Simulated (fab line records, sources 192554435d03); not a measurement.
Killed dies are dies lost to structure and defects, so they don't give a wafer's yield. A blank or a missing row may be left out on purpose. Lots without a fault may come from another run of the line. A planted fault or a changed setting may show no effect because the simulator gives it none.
Chamber matching | flow n5_finfet | N5_FIN_SAQP_STRIP_55 on rie_diel-02: 4 sister chambers
The step strips in N2/H2. 14 wafers are shown with their chamber, then 7 later ones without.

WAFERS WITH THEIR CHAMBER
wafer  | chamber | throttle_valve_pct (%) | drypump_motor_current_A (A) | showerhead_plenum_p_Torr (Torr)
L074.2 | 0       | 19.0                   | 5.42                        | 3.23
L074.5 | 3       | 19.5                   | 5.41                        | 3.24
L074.6 | 0       | 19.0                   | 5.44                        | 3.23
L076.1 | 2       | 19.1                   | 5.80                        | 3.45
L076.4 | 0       | 19.0                   | 5.51                        | 3.22
L076.5 | 2       | 19.2                   | 5.82                        | 3.44
L082.1 | 0       | 19.0                   | 5.56                        | 3.22
L082.4 | 3       | 19.5                   | 5.42                        | 3.23
L082.5 | 1       | 18.7                   | 4.94                        | 3.31
L088.3 | 0       | 19.0                   | 5.42                        | 3.22
L088.4 | 2       | 19.2                   | 5.81                        | 3.44
L088.6 | 1       | 18.7                   | 4.92                        | 3.31
L092.2 | 1       | 18.7                   | 4.92                        | 3.30
L092.3 | 2       | 19.2                   | 5.81                        | 3.43

SIGNATURES (means of the wafers above)
reading                  | chamber 0 | chamber 1 | chamber 2 | chamber 3 | scatter within a chamber
throttle_valve_pct       | 19.000    | 18.700    | 19.175    | 19.500    | 0.0274
drypump_motor_current_A  | 5.4700    | 4.9267    | 5.8100    | 5.4150    | 0.0401
showerhead_plenum_p_Torr | 3.2240    | 3.3067    | 3.4400    | 3.2350    | 0.00661
Rule: a wafer's distance from a chamber is the root of the sum, over the readings, of the square of ((its reading less the chamber's mean) divided by the reading's scatter). The wafer belongs to the nearest chamber; if the next one is less than 2 further off, it can't be placed. The scatter: the root of (the sum of the squares of (reading less its chamber's mean) over the shown wafers, divided by (wafers less chambers)).

WAFERS WITHOUT THEIR CHAMBER
wafer  | throttle_valve_pct (%) | drypump_motor_current_A (A) | showerhead_plenum_p_Torr (Torr)
L092.6 | 19.2                   | 5.79                        | 3.43
L093.1 | 19.5                   | 5.41                        | 3.23
L093.2 | 19.2                   | 5.82                        | 3.43
L093.5 | 19.0                   | 5.48                        | 3.21
L097.3 | 19.5                   | 5.41                        | 3.22
L097.4 | 19.1                   | 5.51                        | 3.20
L097.5 | 18.8                   | 4.93                        | 3.29

WHICH CHAMBER EACH WENT THROUGH
wafer  | from the rows above | in truth
L092.6 | 2                   | 2
L093.1 | 3                   | 3
L093.2 | 2                   | 2
L093.5 | 0                   | 0
L097.3 | 3                   | 3
L097.4 | 0                   | 0
L097.5 | 1                   | 1
Placed correctly: 7 of 7. Can't be placed from these rows: 0. Placed wrongly: 0.
